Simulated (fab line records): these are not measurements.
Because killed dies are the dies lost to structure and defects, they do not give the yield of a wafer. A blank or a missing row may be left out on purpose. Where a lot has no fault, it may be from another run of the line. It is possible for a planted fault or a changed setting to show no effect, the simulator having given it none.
Which tool was responsible? | flow nandHarc | 24 lots with 72 wafers sampled at 3 steps, on a route of 1302 steps

== WHAT EACH GAUGE READ, for each wafer ==
NHARC_A_ONON_D1_THK_MEAS_21: measures by ellipsometry. Usual: thkNm 1002 nm, standard deviation 9.8.
lot  | measured     | on           | thkNm (nm)     | flag
L074 | day 8 10:07  | filmMetro-02 | 1014 1014 1013 | 
L075 | day 8 21:23  | filmMetro-01 | 1003 1003 1001 | 
L076 | day 8 21:23  | filmMetro-02 | 1003 1001 1002 | 
L077 | day 9 18:29  | filmMetro-02 | 992 992 992    | 
L078 | day 9 18:28  | filmMetro-01 | 995 997 998    | 
L079 | day 10 07:44 | filmMetro-02 | 997 998 1000   | 
L081 | day 11 03:46 | filmMetro-01 | 1002 1001 1002 | 
L080 | day 11 03:44 | filmMetro-02 | 1002 1003 1002 | 
L082 | day 11 13:35 | filmMetro-01 | 1013 1012 1016 | 
L083 | day 12 05:11 | filmMetro-01 | 1001 999 1002  | 
L084 | day 12 20:23 | filmMetro-01 | 1022 1023 1022 | 
L085 | day 13 04:29 | filmMetro-02 | 1004 1004 1004 | 
L087 | day 13 12:05 | filmMetro-02 | 1004 1004 1004 | 
L086 | day 13 12:06 | filmMetro-02 | 975 972 974    | 
L088 | day 14 08:59 | filmMetro-02 | 1007 1004 1005 | 
L089 | day 14 08:59 | filmMetro-02 | 1000 1000 1000 | 
L090 | day 15 00:34 | filmMetro-02 | 1009 1010 1011 | 
L091 | day 15 11:18 | filmMetro-02 | 983 982 985    | 
L092 | day 15 15:28 | filmMetro-01 | 1000 999 997   | 
L093 | day 16 02:18 | filmMetro-02 | 1008 1008 1009 | 
L094 | day 16 07:49 | filmMetro-02 | 996 994 997    | 
L095 | day 17 15:30 | filmMetro-02 | 1014 1014 1013 | 
L096 | day 17 15:31 | filmMetro-02 | 997 998 997    | 
L097 | day 18 06:44 | filmMetro-02 | 1000 999 1002  | 

NHARC_A_CHANNEL_HOLE_D1_CD_MEAS_10: target cd 100 nm. Usual: cdNm 100.0 nm, standard deviation 0.62.
lot  | measured     | on       | cdNm (nm)         | flag
L074 | day 8 15:50  | cdSem-02 | 99.6 100.4 99.4   | 
L075 | day 9 02:53  | cdSem-01 | 99.7 100.7 100.3  | 
L076 | day 9 02:37  | cdSem-03 | 98.7 100.1 99.1   | 
L077 | day 9 23:37  | cdSem-02 | 100.5 99.5 99.8   | 
L078 | day 10 00:46 | cdSem-03 | 100.4 99.8 101.2  | 
L079 | day 10 12:43 | cdSem-01 | 99.9 100.6 99.0   | 
L081 | day 11 13:50 | cdSem-01 | 100.6 100.1 100.0 | 
L080 | day 11 12:03 | cdSem-01 | 98.7 100.7 99.5   | 
L082 | day 11 20:52 | cdSem-02 | 101.0 101.1 100.7 | 
L083 | day 12 11:39 | cdSem-03 | 100.3 100.6 100.6 | 
L084 | day 13 01:22 | cdSem-03 | 100.0 100.7 99.6  | 
L085 | day 13 11:58 | cdSem-03 | 100.3 100.5 100.1 | 
L087 | day 13 19:14 | cdSem-01 | 100.3 100.3 99.1  | 
L086 | day 13 17:13 | cdSem-02 | 99.4 99.4 99.3    | 
L088 | day 14 13:55 | cdSem-01 | 99.8 100.6 99.7   | 
L089 | day 14 14:11 | cdSem-02 | 100.3 100.1 100.6 | 
L090 | day 15 05:31 | cdSem-02 | 100.1 99.9 100.2  | 
L091 | day 15 17:38 | cdSem-01 | 100.2 99.6 99.5   | 
L092 | day 15 20:32 | cdSem-01 | 100.7 100.4 99.9  | 
L093 | day 16 08:36 | cdSem-02 | 100.0 100.2 99.7  | 
L094 | day 16 13:52 | cdSem-01 | 101.2 100.9 100.5 | 
L095 | day 17 22:44 | cdSem-01 | 100.3 100.6 100.5 | 
L096 | day 17 22:59 | cdSem-01 | 100.0 99.6 100.6  | 
L097 | day 18 11:41 | cdSem-01 | 98.8 98.6 99.9    | 

== TOOL THAT RAN EACH LOT (tool first, then ch and the chambers of the sampled wafers, then the start) ==
lot  | NHARC_P_BONDPAD_STRIP_15
L074 | rieDiel-07 ch 0,2,3, day 6 21:30
L075 | rieDiel-07 ch 1,2, day 7 04:46
L076 | rieDiel-07 ch 0,3, day 7 10:17
L077 | rieDiel-05 ch 0,2,3, day 8 04:38
L078 | rieDiel-12 ch 1,2,3, day 8 06:28
L079 | rieDiel-05 ch 0,1,3, day 8 19:56
L081 | rieDiel-07 ch 0,2, day 9 11:14
L080 | rieDiel-05 ch 0,3, day 9 12:31
L082 | rieDiel-05 ch 0,1,3, day 10 00:38
L083 | rieDiel-07 ch 1,2,3, day 10 17:19
L084 | rieDiel-12 ch 0,1,2, day 11 05:32
L085 | rieDiel-07 ch 0,3, day 11 14:39
L087 | rieDiel-05 ch 0,2,3, day 11 22:18
L086 | rieDiel-07 ch 1,2,3, day 11 22:54
L088 | rieDiel-07 ch 0,2, day 12 17:50
L089 | rieDiel-05 ch 0,1,2, day 12 18:53
L090 | rieDiel-05 ch 0,1,2, day 13 08:32
L091 | rieDiel-07 ch 0,2,3, day 13 18:50
L092 | rieDiel-12 ch 0,3, day 13 23:56
L093 | rieDiel-07 ch 0,2,3, day 14 12:02
L094 | rieDiel-05 ch 0,3, day 14 19:35
L095 | rieDiel-05 ch 2,3, day 15 10:56
L096 | rieDiel-12 ch 0,1,2, day 15 19:31
L097 | rieDiel-12 ch 1,3, day 16 01:36
- NHARC_P_BONDPAD_STRIP_15: strips in O2.

== AS READ BY THE TOOLS THEMSELVES (means over the sampled wafers that have a number; for cases with no such wafer, the mark the record gives instead) ==
NHARC_P_BONDPAD_STRIP_15. Usual: drypumpMotorCurrentA 5.73 A, standard deviation 0.29; oesProductAu 0.998 a.u., standard deviation 0.012; rfVppV 57.9 V, standard deviation 0.9; showerheadPlenumPTorr 3.59 Torr, standard deviation 0.11; throttleValvePct 17.036 %, standard deviation 0.0086.
lot  | tool       | drypumpMotorCurrentA (A) | oesProductAu (a.u.) | rfVppV (V) | showerheadPlenumPTorr (Torr) | throttleValvePct (%) | flag
L074 | rieDiel-07 | 5.85                     | 0.999               | 57.4       | 3.59                         | 17.034               | 
L075 | rieDiel-07 | 6.13                     | 1.006               | 58.5       | 3.69                         | 17.041               | 
L076 | rieDiel-07 | 5.67                     | 0.984               | 58.1       | 3.54                         | 17.038               | 
L077 | rieDiel-05 | 5.64                     | 0.996               | 58.6       | 3.63                         | 17.034               | 
L078 | rieDiel-12 | 5.49                     | 0.990               | 58.5       | 3.52                         | 17.040               | 
L079 | rieDiel-05 | 5.62                     | 1.001               | 57.7       | 3.60                         | 17.037               | 
L081 | rieDiel-07 | 5.71                     | 0.996               | 58.6       | 3.57                         | 17.029               | 
L080 | rieDiel-05 | 5.47                     | 1.002               | 57.7       | 3.54                         | 17.029               | 
L082 | rieDiel-05 | 5.62                     | 0.996               | 57.8       | 3.60                         | 17.038               | 
L083 | rieDiel-07 | 6.06                     | 0.997               | 58.0       | 3.65                         | 17.035               | 
L084 | rieDiel-12 | 5.38                     | 1.011               | 58.6       | 3.44                         | 17.049               | 
L085 | rieDiel-07 | 5.66                     | 0.994               | 58.2       | 3.54                         | 17.037               | 
L087 | rieDiel-05 | 5.64                     | 1.003               | 57.4       | 3.62                         | 17.036               | 
L086 | rieDiel-07 | 6.05                     | 0.999               | 58.3       | 3.65                         | 17.036               | 
L088 | rieDiel-07 | 5.75                     | 0.992               | 57.7       | 3.57                         | 17.033               | 
L089 | rieDiel-05 | 5.80                     | 1.010               | 57.8       | 3.67                         | 17.039               | 
L090 | rieDiel-05 | 5.80                     | 1.010               | 57.9       | 3.67                         | 17.036               | 
L091 | rieDiel-07 | 5.86                     | 0.995               | 58.3       | 3.59                         | 17.035               | 
L092 | rieDiel-12 | 5.83                     | 0.987               | 57.3       | 3.49                         | 17.032               | 
L093 | rieDiel-07 | 5.87                     | 0.996               | 56.7       | 3.59                         | 17.031               | 
L094 | rieDiel-05 | 5.55                     | 1.025               | 58.3       | 3.61                         | 17.042               | 
L095 | rieDiel-05 | 5.55                     | 1.007               | 57.2       | 3.56                         | 17.035               | 
L096 | rieDiel-12 | 5.38                     | 0.992               | 57.9       | 3.44                         | 17.038               | 
L097 | rieDiel-12 | 5.51                     | 0.983               | 57.1       | 3.46                         | 17.041               | 

== THE ANSWER, worked out from the rows above alone ==
Rule: lot off if the mean of its wafers having a number is beyond 3 standard deviations from the usual mean. A lot without any number at a reading at which 4 lots or more have one is off too. Any other lot the step has rows for is counted as sound. First the gauges in route order, then the tools' own readings, where a lot's mean is used as printed above. At the first step where some lot is off, the reading lying furthest off is the one used; lots without a number count as furthest.
None of the lots is off at any reading shown; this tells nothing.

== WHAT WAS PUT IN BY THE SIMULATOR ==
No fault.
